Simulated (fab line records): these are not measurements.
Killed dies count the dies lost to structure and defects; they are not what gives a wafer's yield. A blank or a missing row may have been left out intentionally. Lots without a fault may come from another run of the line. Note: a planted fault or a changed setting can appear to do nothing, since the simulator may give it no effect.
fab line records -- flow n5-finfet
[record] lots = 4, wafers = 12, last-day = 17
route steps=1938 shown BEOL_M1@821 BEOL_M2@841 BEOL_M4@1111 PASSIVATION@1936
lots untouched by any fault: they come from a run of this same line in which no faults occurred
start-h: hours from the record's opening day to when the first of the lot's shown wafers began -- wait-h: how many hours have passed since the lot's step before this one -- " as in the row above -- L1.1+2: one row covering several wafers at once -- - value missing, or start not given -- * or withheld: withheld -- < > ~ a bound
route shown NAME@n: names a module that has steps shown in the file, with the first one's number in the route -- usual: mean and standard deviation over wafers with no fault -- same: alike in all rows -- chamber/n: place in a boat -- sites: each site's reading -- _std_site: standard deviation across them -- _edge_site: the outer-site mean with the inner-site mean subtracted -- radius-mm: for every site, how far away it sits from the centre of the wafer -- mask NAME#n: copy n -- behind: the tool/chamber that last shaped the wafer -- hold: what put the lot on hold/how long, in hours/how the hold closed -- device: transistor that didn't switch, given as n, p or np -- end of line: tests of these same wafers at the route's end -- a step without rows: its recipe alone -- killed: the dies lost at the first sort to structure and to defects; this is not the yield of the wafer -- map: a wafer's dies, x killed, . not, _ none there
set.NAME: the setting that was run; set.NAME@STEP: the one run at that earlier step -- model.NAME: the simulator's own value behind a step, which no gauge read
certain route steps with their lots: each step a table, each wafer a row
services: the hour from which a tool's chamber was out of use, counted from the record's first day as start-h (under 0 if before that day), plus the number of hours and why
[[steps]]
[step N5_BEOL_M1_ANNEAL_87]
[recipe] temp-c = 400, time-s = 240, ambient = vacuum
[step N5_BEOL_M1_SPUTTER_88]
[recipe] material = Cu, target-thk-a = 45, temp-c = -20, chamber-pressure-pa = 0.07, power-w = withheld, time-s = 8.29
[step N5_BEOL_M1_ANNEAL_89]
[recipe] temp-c = 400, time-s = 240, ambient = vacuum
[step N5_BEOL_M1_SPUTTER_90]
[recipe] material = Cu, target-thk-a = 45, temp-c = -20, chamber-pressure-pa = 0.07, power-w = withheld, time-s = 8.29
[step N5_BEOL_M1_ANNEAL_91]
[recipe] temp-c = 400, time-s = 240, ambient = vacuum
[step N5_BEOL_M1_SPUTTER_92]
[recipe] material = Cu, target-thk-a = 45, temp-c = -20, chamber-pressure-pa = 0.07, power-w = withheld, time-s = 8.29
[step N5_BEOL_M1_ANNEAL_93]
[recipe] temp-c = 400, time-s = 240, ambient = vacuum
[step N5_BEOL_M1_SPUTTER_94]
[recipe] material = Cu, target-thk-a = 45, temp-c = -20, chamber-pressure-pa = 0.07, power-w = withheld, time-s = 8.29
[step N5_BEOL_M1_ANNEAL_95]
[recipe] temp-c = 400, time-s = 240, ambient = vacuum
[step N5_BEOL_M1_SPUTTER_96]
[recipe] material = Cu, target-thk-a = 45, temp-c = -20, chamber-pressure-pa = 0.07, power-w = withheld, time-s = 8.29
[step N5_BEOL_M1_ECD_50]
[recipe] material = Cu, target-thk-a = 3000
[step N5_BEOL_M1_ANNEAL_51]
[recipe] temp-c = 225, time-s = 90, ambient = N2
[step N5_BEOL_M1_CMP_52]
[recipe] stop-on = SiOC, t-overpolish-s = 6.8, down-force-psi = 1, platen-rpm = 50, clearing-platen-down-force-psi = 1.5, clearing-platen-rpm = 50, post-cmp-clean = cu-alkaline, target-thk-nm = 40, clearing-platen-pad-velocity-m-s = 0.99484, pad-velocity-m-s = 0.99484
[usual] barrier-field-endpoint-s = 24.7/0.61, motor-current-A = 5.9/0.81, overpolish-run-s = 6.801/0.0086, retaining-ring-pressure-frac = 1.000/0.0051, time-to-endpoint-s = 62.7/2.8
lot.wafer,tool,chamber,start-h,wait-h,barrier-field-endpoint-s,motor-current-A,overpolish-run-s,retaining-ring-pressure-frac,time-to-endpoint-s
L991.3,cmp-04,2,170.46,0.2,24.7,6.8,6.796,1.000,61.8
L991.4,cmp-04,0,170.46,0.2,25.7,5.6,6.808,0.992,66.8
L991.5,cmp-04,2,170.46,0.2,25.1,6.7,6.812,1.002,64.9
L996.1,cmp-04,0,206.82,0.3,24.3,5.5,6.810,1.003,65.5
L996.4,cmp-04,1,206.82,0.3,24.7,5.3,6.789,1.000,62.7
L996.3,cmp-04,3,206.82,0.3,24.1,5.6,6.787,0.997,61.0
L997.2,cmp-04,0,210.11,0.3,24.1,5.8,6.784,0.997,64.9
L997.1,cmp-04,1,210.11,0.3,24.5,5.1,6.789,1.003,61.8
L997.4,cmp-04,2,210.11,0.3,23.9,7.3,6.791,1.004,60.4
L105.2,cmp-01,0,260.46,0.3,24.0,6.9,6.796,0.991,61.6
L105.3,cmp-01,1,260.46,0.3,24.1,4.8,6.797,0.999,60.2
L105.5,cmp-01,2,260.46,0.3,25.0,6.6,6.799,1.004,62.5
[step N5_BEOL_M1_PRE_CLEAN_60]
[recipe] gas = NH3/H2, time-s = 15, temp-c = *, rf-power-w = 300
[step N5_BEOL_M1_CO_CAP_55]
[recipe] material = Co, target-thk-a = 20, temp-c = 200, precursor = CCTBA/H2, pressure-torr = 30, time-s = 102.1
[step N5_BEOL_M1_PRE_CLEAN_56]
[recipe] gas = NH3, time-s = 15, temp-c = withheld, rf-power-w = 300
[step N5_BEOL_M1_DEP_57]
[recipe] material = SiCN, target-thk-a = 80, temp-c = withheld, precursor = 3MS/NH3, pressure-torr = 3, rf-w = 202, time-s = 14
[step N5_BEOL_M1_INSPECT_59]
[recipe] inspect-instrument = darkfield, mode = post-dep
[usual] raw-defect-count = 73/24
lot.wafer,tool,chamber,start-h,wait-h,raw-defect-count
L991.3,defect-inspect-02,-,171.01,0.0,60
L991.4,defect-inspect-02,-,171.01,0.0,59
L991.5,defect-inspect-02,-,171.01,0.0,46
L996.1,defect-inspect-02,-,207.42,0.0,1565
L996.3,defect-inspect-02,-,207.42,0.0,1506
L996.4,defect-inspect-02,-,207.42,0.0,1523
L997.1,defect-inspect-01,-,210.66,0.0,1477
L997.2,defect-inspect-01,-,210.66,0.0,1511
L997.4,defect-inspect-01,-,210.66,0.0,1483
L105.2,defect-inspect-01,-,260.96,0.0,90
L105.3,defect-inspect-01,-,260.96,0.0,48
L105.5,defect-inspect-01,-,260.96,0.0,38
[step N5_BEOL_M2_ILD_DEP_00]
[recipe] material = SiOC, target-thk-a = 790, temp-c = 350, precursor = DEMS/O2, pressure-torr = 5, rf-w = 500, time-s = 15.3
[step N5_BEOL_M2_PECVD_72]
[recipe] material = SiO2, target-thk-a = 160, temp-c = 400, precursor = TEOS/O2, pressure-torr = 5.5, rf-w = 450, teos-flow-sccm = 53.8, gas = O2, flow-sccm = 3000, time-s = 18
[step N5_BEOL_M2_HM_DEP_02]
[recipe] material = TiN, target-thk-a = 200, temp-c = 25, chamber-pressure-pa = 0.49996
[step N5_BEOL_M2_COAT_61]
[recipe] resist = SOC, temp-c = 250, time-s = 60, spin-rpm = 1500, resist-thk-nm = 60
[step N5_BEOL_M2_COAT_62]
[recipe] resist = SiARC, temp-c = 220, time-s = 60, spin-rpm = 1500, resist-thk-nm = 12
[step N5_BEOL_M2_COAT_73]
[recipe] resist = underlayer, temp-c = 205, time-s = 60, spin-rpm = 1500, resist-thk-nm = 5
[step N5_BEOL_M2_COAT_05]
[recipe] resist = CAR-EUV, spin-rpm = 1500, resist-thk-nm = 30
[step N5_BEOL_M2_EBR_07]
[recipe] solvent = PGMEA, ebr-width-mm = 1.5
[step N5_BEOL_M2_SOFTBAKE_06]
[recipe] temp-c = 110, time-s = 60, resist = CAR-EUV
[step N5_BEOL_M2_EXPOSE_08]
[recipe] mask-id = M2, na = 0.33, source-shape = dipole, sigma-inner = 0.369, sigma-outer = 0.767, polarization = unpolarized, dose-mj = 41.25
[step N5_BEOL_M2_PEB_09]
[recipe] peb-temp-c = 100, peb-time-s = 60, resist = CAR-EUV
[step N5_BEOL_M2_DEVELOP_10]
[recipe] develop-time-s = 30, developer = TMAH, resist = CAR-EUV, rinse-liquid = surfactant-rinse, dry = air-spin, dev-temp-c = 23
[step N5_BEOL_M2_INSPECT_13]
[recipe] mode = adi, inspect-instrument = brightfield
[usual] raw-defect-count = 392/79
lot.wafer,tool,chamber,start-h,wait-h,raw-defect-count
L991.3,defect-inspect-02,-,172.35,0.0,280
L991.4,defect-inspect-02,-,172.35,0.0,271
L991.5,defect-inspect-02,-,172.35,0.0,370
L996.1,defect-inspect-02,-,208.11,0.1,1998
L996.3,defect-inspect-02,-,208.11,0.1,1937
L996.4,defect-inspect-02,-,208.11,0.1,1915
L997.1,defect-inspect-02,-,213.68,0.1,1736
L997.2,defect-inspect-02,-,213.68,0.1,1875
L997.4,defect-inspect-02,-,213.68,0.1,1754
L105.2,defect-inspect-02,-,261.90,0.0,486
L105.3,defect-inspect-02,-,261.90,0.0,293
L105.5,defect-inspect-02,-,261.90,0.0,294
[step N5_BEOL_M2_DESCUM_16]
[recipe] chemistry = O2, time-s = 7, source-power-w = 50, bias-power-w = 20, pressure-mtorr = 20, rf-frequency-hz = 2.712e+07, temp-c = 40, resist = CAR-EUV, o2-flow-sccm = 225
[step N5_BEOL_M4_RC_MEAS_101]
[usual] DIBL_N = 36.4/1.5, DIBL_P = 36.6/1.9, IOFF_N = 0.155/0.021, IOFF_P = 0.211/0.028, ION_N = 671/8.6, ION_P = 462/5.8, SS_N = 71.5/0.5, SS_P = 73.4/0.58, VT_N = 250.1/2.4, VT_P = -250.1/3
lot.wafer,tool,chamber,start-h,wait-h,DIBL_N[mV/V],DIBL_P[mV/V],IOFF_N[nA/um],IOFF_P[nA/um],ION_N[uA/um],ION_P[uA/um],SS_N[mV/dec],SS_P[mV/dec],VT_N[mV],VT_P[mV]
L991.3,prober-01,0,208.54,0.3,38.6,40.1,0.198,0.267,691,467,71.3,74.0,244.3,-245.7
L991.4,prober-01,0,208.54,0.3,36.4,37.6,0.154,0.218,674,460,71.3,74.0,248.2,-248.2
L991.5,prober-01,0,208.54,0.3,38.1,40.0,0.194,0.256,679,465,71.9,74.3,248.7,-247.9
L996.1,prober-01,0,236.66,0.0,37.9,36.6,0.174,0.260,679,470,71.2,74.1,248.3,-245.9
L996.3,prober-01,0,236.66,0.0,35.9,33.9,0.145,0.215,672,467,71.5,73.4,248.4,-244.7
L996.4,prober-01,0,236.66,0.0,36.7,35.3,0.170,0.243,681,476,71.0,73.4,247.0,-244.5
L997.1,prober-01,0,244.20,0.0,36.8,35.1,0.138,0.189,666,460,71.4,72.8,250.7,-253.3
L997.2,prober-01,0,244.20,0.0,37.1,35.7,0.148,0.196,671,460,71.5,72.9,251.4,-253.0
L997.4,prober-01,0,244.20,0.0,36.1,34.0,0.129,0.175,666,456,70.4,72.6,252.9,-252.5
L105.2,prober-01,0,303.97,0.2,38.0,39.2,0.164,0.232,663,458,72.0,74.1,253.2,-247.9
L105.3,prober-01,0,303.97,0.2,38.0,39.1,0.172,0.229,680,469,71.4,73.5,248.9,-248.7
L105.5,prober-01,0,303.97,0.2,39.2,40.8,0.197,0.266,677,465,71.9,74.4,247.6,-245.2
[step N5_PASSIVATION_PROBE_49]
[usual] defect-limited-yield = 91.5/1.4, killed_at_M0_to_M3 = 33/10, killed_at_M4_up = 13/5, killed-at-contacts = 13/5.6, killed-at-front-end = 38/12, killed-at-other = 3.9/2.7, killed-dies = 100/16, killed-on-rim = 13/4, killed-open = 66/13, killed-short = 32/7.2, sort_bin_5_function = 5.0/0.97, sort_bin_6_memory = 3.2/0.61, sort-n-pass = 1080/16, sort-yield-pct = 91.5/1.4
[same] gross-dies = 1180, killed-at-back-side = 0, sort_bin_4_leakage[%] = 0, sort_bin_8_speed[%] = 0
lot.wafer,tool,chamber,start-h,wait-h,defect-limited-yield[%],killed_at_M0_to_M3,killed_at_M4_up,killed-at-contacts,killed-at-front-end,killed-at-other,killed-dies,killed-on-rim,killed-open,killed-short,sort_bin_5_function[%],sort_bin_6_memory[%],sort-n-pass,sort-yield-pct[%]
L996.1,prober-01,-,337.01,0.0,26.8,822,8,13,21,0,864,117,52,25,51.5,16.5,316,26.8
L996.3,prober-01,-,337.11,0.1,28.6,809,1,8,25,0,843,101,41,24,50.7,16.0,337,28.6
L996.4,prober-01,-,337.16,0.2,27.3,814,9,10,22,3,858,110,53,25,49.7,16.8,322,27.3
L997.1,prober-02,-,342.73,0.0,27.2,819,6,7,24,3,859,107,37,23,46.9,20.2,321,27.2
L997.2,prober-02,-,342.78,0.1,25.7,818,5,10,40,4,877,117,56,21,49.2,19.4,303,25.7
L997.4,prober-02,-,342.88,0.2,30.3,792,6,2,21,1,822,101,24,20,48.1,15.8,358,30.3
// killed by level:class
L996.1 BEOL_M1:unspecified=787 MOL_CONTACT_COAG:geometric-particle:open=11 BEOL_M0_SAQP:geometric-particle:open=8 BEOL_M2:geometric-particle:open=7 FIN_SAQP:geometric-particle:open=6 STI_FIN_REVEAL:geometric-particle:open=6 BEOL_M0_SAQP:geometric-particle:short=5 BEOL_M2:geometric-particle:short=4
L996.3 BEOL_M1:unspecified=776 STI_FIN_REVEAL:geometric-particle:open=7 BEOL_M0_SAQP:geometric-particle:open=7 BEOL_M0_SAQP:geometric-particle:short=7 DUMMY_GATE:geometric-particle:open=6 BEOL_M1:geometric-particle:open=6 MOL_CONTACT_COAG:geometric-particle:open=6 BEOL_M2:geometric-particle:open=5
L996.4 BEOL_M1:unspecified=778 MOL_CONTACT_COAG:geometric-particle:open=9 BEOL_M0_SAQP:geometric-particle:open=8 BEOL_M0_SAQP:geometric-particle:short=7 BEOL_M1:geometric-particle:open=6 FIN_SAQP:geometric-particle:open=5 FIN_SAQP:geometric-particle:short=5 BEOL_M2:geometric-particle:open=5
L997.1 BEOL_M1:unspecified=797 BEOL_M0_SAQP:geometric-particle:open=10 FIN_SAQP:geometric-particle:short=7 MOL_CONTACT_COAG:geometric-particle:open=6 STI_FIN_REVEAL:geometric-particle:open=4 BEOL_M3:geometric-particle:short=4 BEOL_M0_SAQP:geometric-particle:short=3 FIN_SAQP:geometric-particle:open=2
L997.2 BEOL_M1:unspecified=798 STI_FIN_REVEAL:geometric-particle:open=12 MOL_CONTACT_COAG:geometric-particle:open=9 BEOL_M0_SAQP:geometric-particle:open=6 FIN_SAQP:geometric-particle:short=5 FIN_SAQP:geometric-particle:open=4 STI_FIN_REVEAL:geometric-particle:short=4 GATE_CUT:geometric-particle:open=4
L997.4 BEOL_M1:unspecified=777 FIN_SAQP:geometric-particle:short=6 BEOL_M0_SAQP:geometric-particle:short=6 FIN_SAQP:geometric-particle:open=4 GATE_CUT:geometric-particle:short=3 BEOL_M5:geometric-particle:open=3 BEOL_M0_SAQP:geometric-particle:open=2 BEOL_M2:geometric-particle:open=2
// map L996.1 (x killed, . not)
_________________xx.xx.xxx.xx________________
______________xx.xxxx.x.xx.xxxx._____________
___________xx.xxxxxxxxxx.x...xx.x.x__________
__________xxx.x.xx...xx..xxxxx..xxxx_________
________xxxx.xxx..x.x.xxx.xxx.x.xxxxxx_______
_______x.xx.xx.xxxxx.x.xxxxx.xx.x.xxx.x______
______xxxxxx.xx.xxx...xxx..xxx.xxxxxxxxx_____
_____xx.xxx.xx...xxxxxx.x.xxxxxxxx.xxxxx.____
____.xx..xxxxxxxxx.xxxxx.xxxxxxxxx.xxxxxxx___
___xxxx...xxxx.xxx..x.x.xxxx.x.xxxxx.xxxxx.__
___xxxxxxx.xxxx.xx.xx.x.xxx.xxxxxxxxxxx.xxx__
__xx.xx...x...xx.xx.x..x.xx..xxxxx.xxx.x.x.x_
__xx.xx..xxx..xxxxxxx.x..x..xxxxxx.x.xx..xxx_
_xxx.xxxxxxxxxxxxx.xxxxx.xxx.xx.x.xxxxx.x.x.x
_xxx.xxxxxxx.xx..x.xx.xx..x.xxxxx..xxxx.x.xxx
_x..xxxxxxx.xxxxxxx..x.xx.x.xxx...xx.xxxxx.x.
_xxxx.x...x.xxxx..xx.xxxxx..xx....xxxxxxxxxxx
_xxxxx.xxxxx.xx...xxxxx.x.xxx.xx.xxxx.xx..x.x
_xxxxx.x.xx..x.xxx.xx...xxx..xx.x.xxxxx.xx.xx
_.xxx..x....xx..xx..xxx.xxxx...xxxx.xxxxx.xxx
_xxxxxxx.xxxxx.xxxx..x.x.xxxxxxx..xxx.xxxxxxx
__xxx.xxxx.xxxxxxxx.xx.xxxxxx.x.xxxxxxx.x.xx_
__xxxxxxxxxxxxxxxx.xxxxx.xxxxx.xxxxxxxx.xx.x_
___xxxxx.xxxxxxx...x.xxxxxx.x..x..xxxx.xxx.__
___xxx.xxx.x.xx.xxxxxxx..xxxx.xxxx..xxxxxxx__
____xxxxxxxxxxxxxxx.x.xxxxxxxxxxxxxxxxxx..___
_____xx.xx.xx..xxxxxxxxx...xx.x.xxxxxxxxx____
______xxxx....xxxxxxx..xx..xx..xxx..xxxx_____
_______xxxxxxxxxxxxxx...xxxxxxxxxxxxx..______
________.xxxxxxx.xxxxx..xxx......xxx.x_______
__________x.xxxxxx...xxxxxxxx.....xx_________
___________xxx.x.xxx.xxxxxxx.xx.xxx__________
______________xx...xxxxxxxxxx.xx_____________
_________________..x.x.xxxxxx________________
// map L997.2 (x killed, . not)
_________________xxxxxxxxxxxx________________
______________xx..xx..x.x.xxxxxx_____________
___________xxxx.xx..xxxxx..xxxx..xx__________
__________xxxxxxxxx.x..xxx.xxxxx.x.x_________
________xxxxxxxxx.xxxxxxxx.xxxxx.x.xxx_______
_______x.xxxxxxx.xx.xxxxxxx.xxxx.xx.xxx______
______.x.x...x.xxx.xxxxx.xxxxxx...xx.x.._____
_____x.xx..xx..xxxx.x.xx.xx.x..x.xxx..xxx____
____xxx.xxx.xxxxxxxx..x.xxx.xxxxxxxx.x.xxx___
___..x.x.xxx.x.x..xxxx.x.xxxxxxxxxx.xx.x.x.__
___.x.x.xxx..xxxxxxx.xxxxxx.xxxxxx.x.xxxxxx__
__x.xxxxxxxxx.xx.xxxx..x.xx.xxxxx..xxx.xxx.._
__xxx..xx..xxx..xxxxxx.xxxx.xxx.xxxxxxxxxxxx_
_.xx.x.x.xxxx.xxxxxxxx.xx.x.xxx.xxxxxxxxxxxxx
_.xxx.xxxxx.xxxx.xx.x...xxxxxxx.xxxxxxxxxxxxx
_xxx.xxxxxxxxx..xx.xxxxxxx..x...xxx.xxxxxxxxx
_x..x.xx.x.xxx...x.x.xxx.x.xxxxxxx.xx.xx.xx.x
_xxx.x.xx.xxx.xxx.xx.xxxxxxxxx.xxxxxxx.xx.xx.
_xx.x.xxxxxx..xxx.xx.x..x.x...xxxxx.xxxxxxxxx
_.xxx..x.xxxxxxxxxxxxxx.xxx.x.xxxx.x.xx.xxxxx
_x..x.xxxx.xxxxxxxxxxxxx.x.x.xx.xxxx.xxxxxxxx
__x.x.xxxxxxxx.xx.xx.xxx..xxxxxxx.xxx.xxxx.x_
__xxxxxxxxxxx.x.xx.xxxxxxx.xxxxxxxx.xxxxxxxx_
___x.x.xxxxxxx.xxxxxxxxxxxx..xxxx.x..x.xxxx__
___xxxx..xxx.xx.xxx.xxxx....xxxxxxxxxxxxx.x__
____xx.xxxxxx.x.xxxxxxx.x..x.xx.xx....xxx.___
_____...xxxxxxxx.x..xx.x.xxx.x.xxxxxxx.xx____
______xx.xxxx.x..x.xxx.xxxx.xxxxxx.xxxxx_____
_______xxx..x.x..x...x.xxxxxxxxx..xxxxx______
________xxxxxxxx..xx.xxxxxxx..xxxxxxxx_______
__________xxx.x...xxxx.x..x.x.x.xxxx_________
___________xxxxxxxx.xx.x..xxxx..xx.__________
______________..xxxxxxxxx..xx.x._____________
_________________x.x.xxx.xxxx________________
[[services]]
tool,chamber,start-h,hours,kind
cmp-01,-,153.57,2.0,repair
cmp-01,-,213.82,4.0,pm
cmp-04,-,217.47,0.5,repair
cmp-01,-,217.82,-,consumable-replace:conditioner
cmp-01,-,217.82,-,consumable-replace:pad
cmp-04,-,257.09,2.7,pm
[[key]]
[first-sign] step = N5_BEOL_M1_INSPECT_59, reading = raw-defect-count, direction = up, sigmas = 59, usual = 73, struck = 1511
[effect] step = N5_BEOL_M2_INSPECT_13, reading = raw-defect-count, direction = up, sigmas = 19, usual = 392, struck = 1869
[effect] step = N5_PASSIVATION_PROBE_49, reading = killed_at_M0_to_M3, direction = up, sigmas = 77, usual = 33, struck = 812
[more-kills-born-at] N5_BEOL_M1_CMP_52@cmp-04 = 4713
met-at N5_BEOL_M1_CMP_52
struck-wafers L996.1,L996.3,L996.4,L997.1,L997.2,L997.4
onset-between 170.46 206.82
[fault] kind = chamber-particle-source, tool = cmp-04, chamber = -, onset-h = 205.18, steps = N5_BEOL_M1_CMP_52, rate-per-visit-cm2 = 2.2441, end-h = 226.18
